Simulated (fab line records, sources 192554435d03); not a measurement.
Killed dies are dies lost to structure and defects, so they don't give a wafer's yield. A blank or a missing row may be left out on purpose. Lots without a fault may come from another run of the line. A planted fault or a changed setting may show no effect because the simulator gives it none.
Chamber matching | flow n5_finfet | N5_BEOL_M4_VIA_ETCH_34 on rie_diel-02: 4 sister chambers
The step etches the open film in C4F6/O2, target depth 69.4 nm, time 65.9 s. 4 wafers are shown with their chamber, then 8 later ones without.

WAFERS WITH THEIR CHAMBER
wafer  | chamber | drypump_motor_current_A (A)
L081.5 | 1       | 5.5
L087.4 | 0       | 6.1
L087.5 | 2       | 5.2
L088.3 | 3       | 6.3

WAFERS WITHOUT THEIR CHAMBER
wafer  | drypump_motor_current_A (A)
L088.5 | 6.1
L088.6 | 5.2
L089.1 | 5.5
L089.3 | 6.4
L089.4 | 6.1
L096.1 | 6.3
L096.2 | 5.5
L096.4 | 5.2

WHICH CHAMBER EACH WENT THROUGH
wafer  | from the rows above | in truth
L088.5 | 0                   | 0
L088.6 | 2                   | 2
L089.1 | 1                   | 1
L089.3 | 3                   | 3
L089.4 | 0                   | 0
L096.1 | 3                   | 3
L096.2 | 1                   | 1
L096.4 | 2                   | 2
Placed correctly: 8 of 8. Can't be placed from these rows: 0. Placed wrongly: 0.
How it was worked out, from the rows above alone: a wafer's distance from a chamber is the root of the sum, over the readings, of the square of ((its reading less the chamber's mean) divided by the reading's scatter). The wafer belongs to the nearest chamber; if the next one is less than 2 further off, it can't be placed. A chamber's mean is the mean of its shown wafers. The scatter: with one shown wafer a chamber, the root of the mean of the squares of how far each hidden wafer lies from its nearest shown one.
